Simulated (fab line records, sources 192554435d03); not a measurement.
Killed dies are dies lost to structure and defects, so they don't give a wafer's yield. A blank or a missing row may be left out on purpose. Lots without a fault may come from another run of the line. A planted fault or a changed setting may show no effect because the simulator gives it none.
One fault seen from 2 desks | flow n5_finfet | each desk has only its own numbers; what lay behind them comes last

THE METROLOGY DESK
What the gauges read, lot by lot, whatever tool the lot ran on: means of the sampled wafers that have a number. A lot is out of limits, marked OUT, if its mean lies more than 4 standard deviations from the usual mean; the brackets give that distance. Of its 11 readings 7 are shown: those that lie furthest out on some lot.
Columns: A = V1_OVL at N5_BEOL_M2_OVL_MEAS_29, usual 0.0 nm; B = DIBL_P at N5_BEOL_M4_RC_MEAS_101, usual 37.2 mV/V; C = IOFF_P at N5_BEOL_M4_RC_MEAS_101, usual 0.22 nA/um; D = ION_N at N5_BEOL_M4_RC_MEAS_101, usual 680 uA/um; E = ION_P at N5_BEOL_M4_RC_MEAS_101, usual 464 uA/um; F = VT_N at N5_BEOL_M4_RC_MEAS_101, usual 248.9 mV; G = VT_P at N5_BEOL_M4_RC_MEAS_101, usual -251 mV
lot  | first seen here | A    | B    | C    | D   | E   | F     | G
L819 | day 7 09:26     | 0.1  | 36.4 | 0.20 | 677 | 463 | 248.3 | -252
L818 | day 7 15:05     | 0.1  | 36.5 | 0.24 | 676 | 468 | 248.2 | -246
L823 | day 8 13:47     | -0.2 | 37.3 | 0.20 | 676 | 459 | 250.7 | -253
L825 | day 8 17:05     | -0.5 | 37.0 | 0.17 | 664 | 455 | 253.4 | -257
L826 | day 8 20:49     | 0.6  | 35.9 | 0.21 | 681 | 467 | 249.9 | -251
L829 | day 9 21:20     | -0.1 | 39.3 | 0.22 | 679 | 458 | 248.9 | -252
L830 | day 10 05:52    | 0.1  | 37.8 | 0.23 | 678 | 467 | 249.2 | -250
L833 | day 10 20:30    | 0.7  | 38.3 | 0.21 | 686 | 462 | 246.1 | -254
L832 | day 10 20:40    | 0.2  | 39.7 | 0.23 | 684 | 463 | 247.0 | -250
This desk's finding: nothing out of limits on any of the 9 lots.

THE TOOL OWNER'S DESK: ald_sin-04
The tool's own readings at N5_BEOL_M2_ALD_98 (deposits SiO2, target thk 2.5 nm, pulse time 1 s, co reactant pulse time 1 s): means of the sampled wafers that have a number, for each lot that ran on this tool. A lot is out of limits, marked OUT, if its mean lies more than 4 standard deviations from the usual mean; the brackets give that distance.
Columns: A = heater_power_w at N5_BEOL_M2_ALD_98, usual 79 W; B = precursor_pulse_height_rel at N5_BEOL_M2_ALD_98, usual 1.004
lot  | first seen here | A  | B
L819 | day 7 10:07     | 84 | 1.004
L818 | day 7 15:18     | 80 | 0.994
L825 | day 8 18:01     | 88 | 0.993
L829 | day 9 22:28     | 87 | 1.021
L833 | day 10 20:51    | 92 | 1.007
L832 | day 10 20:57    | 91 | 1.010
This desk's finding: nothing out of limits on any of the 6 lots.

PUT TOGETHER
The metrology desk saw nothing out of limits.
The tool owner's desk saw nothing out of limits.

WHAT THE SIMULATOR HAD PUT IN
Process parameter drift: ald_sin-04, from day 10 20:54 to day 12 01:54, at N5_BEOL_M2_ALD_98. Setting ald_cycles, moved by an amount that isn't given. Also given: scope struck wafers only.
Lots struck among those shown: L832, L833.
